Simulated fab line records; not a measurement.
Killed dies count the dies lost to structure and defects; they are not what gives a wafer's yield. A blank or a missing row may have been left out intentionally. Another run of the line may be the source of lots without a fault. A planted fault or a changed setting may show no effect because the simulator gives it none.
Chamber matching + flow nand_harc + 4 sister chambers for NHARC_A_CONTACT_ETCH_102 on rie_diel-05
The step etches the open film in CF4/O2, target depth 70 nm, overetch 7 nm, time 38.5 s. 22 wafers are shown with their chamber, then 11 later ones without.

WAFERS PAIRED WITH THEIR CHAMBERS
| wafer  | chamber | oes_product_au (a.u.) | rf_vpp_V (V) | throttle_valve_pct (%) |
|--------|---------|-----------------------|--------------|------------------------|
| L074.2 | 2       | 0.981                 | 194.8        | 13.390                 |
| L074.3 | 1       | 1.010                 | 197.0        | 13.406                 |
| L074.4 | 0       | 0.997                 | 196.2        | 13.401                 |
| L076.1 | 1       | 1.000                 | 197.9        | 13.395                 |
| L076.3 | 3       | 1.009                 | 197.9        | 13.384                 |
| L076.6 | 2       | 0.971                 | 197.4        | 13.408                 |
| L079.1 | 0       | 0.987                 | 196.1        | 13.410                 |
| L079.2 | 1       | 1.005                 | 197.0        | 13.406                 |
| L079.3 | 3       | 1.010                 | 196.9        | 13.401                 |
| L079.4 | 2       | 0.962                 | 195.3        | 13.408                 |
| L079.5 | 0       | 1.000                 | 196.6        | 13.393                 |
| L079.6 | 3       | 1.007                 | 196.5        | 13.390                 |
| L082.1 | 2       | 0.986                 | 196.4        | 13.414                 |
| L082.2 | 3       | 1.031                 | 195.9        | 13.405                 |
| L082.6 | 3       | 1.026                 | 196.6        | 13.399                 |
| L081.2 | 1       | 0.996                 | 197.4        | 13.390                 |
| L081.5 | 2       | 0.990                 | 196.1        | 13.395                 |
| L081.6 | 1       | 0.989                 | 197.2        | 13.398                 |
| L083.3 | 0       | 0.999                 | 196.1        | 13.402                 |
| L083.4 | 3       | 1.028                 | 196.6        | 13.394                 |
| L083.5 | 1       | 0.982                 | 195.7        | 13.390                 |
| L086.3 | 1       | 1.011                 | 198.6        | 13.385                 |

SIGNATURES, as means of the wafers listed above
| reading            | chamber 0 | chamber 1 | chamber 2 | chamber 3 | scatter within a chamber |
|--------------------|-----------|-----------|-----------|-----------|--------------------------|
| oes_product_au     | 0.99575   | 0.99900   | 0.97800   | 1.01850   | 0.0103                   |
| rf_vpp_V           | 196.250   | 197.257   | 196.000   | 196.733   | 0.789                    |
| throttle_valve_pct | 13.40150  | 13.39571  | 13.40300  | 13.39550  | 0.00831                  |
Rule: a wafer lies at a distance from a chamber equal to the root of the sum of squares, over the readings, of (its reading less the chamber's mean, divided by the reading's scatter). The wafer belongs to the nearest chamber; if the next one is less than 2 further off, it can't be placed. How the scatter is found: for the shown wafers, subtract from each reading the mean of its chamber, square and add these, divide the total by (wafers less chambers), then take the root.

WAFERS MISSING THEIR CHAMBER
| wafer  | oes_product_au (a.u.) | rf_vpp_V (V) | throttle_valve_pct (%) |
|--------|-----------------------|--------------|------------------------|
| L086.4 | 1.019                 | 196.3        | 13.394                 |
| L086.6 | 1.006                 | 197.4        | 13.397                 |
| L091.2 | 1.004                 | 197.8        | 13.406                 |
| L091.3 | 0.988                 | 197.0        | 13.395                 |
| L091.4 | 1.015                 | 197.2        | 13.392                 |
| L092.1 | 0.995                 | 196.2        | 13.391                 |
| L092.2 | 0.997                 | 197.0        | 13.398                 |
| L092.5 | 1.006                 | 196.7        | 13.399                 |
| L095.2 | 1.004                 | 195.8        | 13.388                 |
| L095.4 | 0.982                 | 197.0        | 13.384                 |
| L095.6 | 1.025                 | 196.2        | 13.396                 |

WHICH CHAMBER EACH ONE RAN IN
| wafer  | from the rows above               | in truth |
|--------|-----------------------------------|----------|
| L086.4 | can't be placed: 3 or 1 or 0      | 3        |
| L086.6 | can't be placed: 1 or 3 or 0      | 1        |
| L091.2 | can't be placed: 1 or 0 or 3 or 2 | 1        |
| L091.3 | can't be placed: 1 or 0 or 2 or 3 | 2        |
| L091.4 | can't be placed: 3 or 1 or 0      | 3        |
| L092.1 | can't be placed: 0 or 1 or 2 or 3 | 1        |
| L092.2 | can't be placed: 1 or 0 or 3 or 2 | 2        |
| L092.5 | can't be placed: 1 or 0 or 3 or 2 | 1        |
| L095.2 | can't be placed: 0 or 3 or 1 or 2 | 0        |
| L095.4 | can't be placed: 1 or 2 or 0 or 3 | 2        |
| L095.6 | can't be placed: 3 or 1 or 0      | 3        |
0 of 11 placed correctly. Can't be placed from these rows: 11 (the true chamber is among the candidates in 11). Wrongly placed: 0.
